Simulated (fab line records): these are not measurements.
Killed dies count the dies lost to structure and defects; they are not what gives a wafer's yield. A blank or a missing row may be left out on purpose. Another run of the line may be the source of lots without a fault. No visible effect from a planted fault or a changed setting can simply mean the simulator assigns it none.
Comparing a struck lot with a sound one + flow n5 finfet + 16 steps out of a route of 1938
Sound: these wafers, L219.3, L219.4, L219.6. Struck: wafer L232.1. (L232.3, L232.6 of the same lot were not struck and are left out.) The cause comes at the end.
At each step with rows: each side's tool, then ch and its chambers, then its first start. Under that, the readings that differ: sound wafers + struck wafers + difference of the means + sigmas: that difference in standard deviations of wafers without a fault.
alike: words and numbers the same on both sides, and readings whose means are apart by under 2 such deviations; not compared: readings that were withheld, readings missing a value for some wafer, numbers with overlapping values and no deviation given by the record, and bounds like >300 which may hide the same value.
A row with sigmas, a row that says differs or no value, or rows on one side alone: a step with any of these is where the two part. Numbers that don't overlap but have no deviation are shown without sigmas and don't part them. Lack of a reading on every wafer of one side parts them only where that side has two or more wafers.

first, 4 steps without rows for these wafers: N5_SDB_SOFTBAKE_06 (time 60 s); N5_SDB_EXPOSE_08 (exposes mask SDB); N5_SDB_PEB_09 (peb time 60 s); N5_SDB_DEVELOP_10 (develop time 30 s).
N5_SDB_CD_MEAS_11: target cd 50 nm.
  sound on cd sem-02 ch 0, day 4 02:38; struck on cd sem-01 ch 0, day 7 07:47
  alike: cd nm
N5_SDB_OVL_MEAS_12:
  sound on overlay-01 ch 0, day 4 02:40; struck on overlay-02 ch 0, day 7 07:49
  alike: SDB_OVL
N5_SDB_INSPECT_13: inspects for defects (brightfield).
  struck on defect inspect-01, day 7 07:51; sound on defect inspect-02, day 4 02:42
  alike: raw defect count
N5_SDB_DESCUM_16: chemistry O2, time 7.9 s.
  sound on rie diel-03 ch 0,2, day 4 02:44; struck on rie diel-06 ch 0, day 7 09:11
  alike: drypump motor current A, oes product au, rf fwd power W, rf vpp V, showerhead plenum p Torr, throttle valve pct
  not compared: rf hours counter h
N5_SDB_ETCH_17: etches SiARC in CF4, target depth 23.4 nm, time 39 s.
  sound on rie diel-03 ch 0,2, day 4 02:46; struck on rie diel-06 ch 0, day 7 09:13
  alike: bias w, cf4 flow sccm, drypump motor current A, etch rf on time s, oes product au, rf fwd power W, rf vpp V, showerhead plenum p Torr, throttle valve pct
  not compared: rf hours counter h
N5_SDB_ETCH_18: etches SOC in N2/H2, target depth 100 nm, overetch 20 nm, time 150 s.
  sound on rie diel-03 ch 0,2, day 4 02:48; struck on rie diel-06 ch 0, day 7 09:15
  alike: bias w, drypump motor current A, oes product au, rf fwd power W, rf vpp V, showerhead plenum p Torr, throttle valve pct
  not compared: rf hours counter h
then, 1 step without rows for these wafers: N5_SDB_STRIP_19 (strips in N2/H2).
N5_SDB_STRIP_21: strips in CF4.
  sound on rie diel-03 ch 0,2, day 4 02:56; struck on rie diel-06 ch 0, day 7 09:23
| reading            | sound             | struck | difference | sigmas |
|--------------------|-------------------|--------|------------|--------|
| rf fwd power W (W) | 292.6 292.8 291.6 | 294.8  | +2.5       | +3     |
  alike: cf4 flow sccm, drypump motor current A, oes product au, rf vpp V, showerhead plenum p Torr, throttle valve pct
  not compared: rf hours counter h
N5_SDB_HM_OPEN_20: chemistry CH3F/O2, target SiNx, stops on poly-Si, target depth 24 nm.
  sound on rie diel-03 ch 0,2, day 4 02:58; struck on rie diel-06 ch 0, day 7 09:25
| reading                              | sound             | struck | difference | sigmas |
|--------------------------------------|-------------------|--------|------------|--------|
| rf vpp V (V)                         | 296.7 294.3 298.1 | 290.2  | -6.2       | -2     |
| model.SOC_of_SDB_COAT_03.thk nm (nm) | 84.2 84.6 84.4    | 79.4   | -5.0       |        |
  alike: bias w, drypump motor current A, oes product au, rf fwd power W, showerhead plenum p Torr, throttle valve pct
  not compared: rf hours counter h
N5_SDB_STRIP_22: strips in N2/H2.
  sound on plasma asher-02 ch 0,1, day 4 03:05; struck on plasma asher-01 ch 1, day 7 09:29
| reading                      | sound          | struck | difference                   | sigmas |
|------------------------------|----------------|--------|------------------------------|--------|
| rf hours counter h (h)       | - - -          | 52     | no value on the sound wafers |        |
| strip time to endpoint s (s) | 96.4 96.7 96.6 | 91.9   | -4.7                         | -13    |
  alike: drypump motor current A, heater power w, oes product au
then, 1 step without rows for these wafers: N5_SDB_PRECLEAN_23 (cleans in dHF, time 30 s).
-- the record jumps here: 5 days lie between the struck wafers' starts before and after (it left off in module SDB and takes up again in module BEOL_M4, whose first step shown is number 1111 of the route) --
N5_BEOL_M4_RC_MEAS_101:
  sound on prober-01 ch 0, day 8 16:16; struck on prober-02 ch 0, day 12 04:28
| reading        | sound                | struck | difference | sigmas |
|----------------|----------------------|--------|------------|--------|
| IOFF_P (nA/um) | 0.181 0.203 0.213    | 0.263  | +0.064     | +2     |
| VT_N (mV)      | 252.3 249.1 250.1    | 244.6  | -5.9       | -2     |
| VT_P (mV)      | -252.3 -250.9 -252.9 | -242.8 | +9.2       | +3     |
  alike: DIBL_N, DIBL_P, IOFF_N, ION_N, ION_P, SS_N, SS_P

## WHERE THEY PART
At N5_SDB_STRIP_21 first; at N5_BEOL_M4_RC_MEAS_101 last (within this record only).

WHY: the cause the simulator had injected
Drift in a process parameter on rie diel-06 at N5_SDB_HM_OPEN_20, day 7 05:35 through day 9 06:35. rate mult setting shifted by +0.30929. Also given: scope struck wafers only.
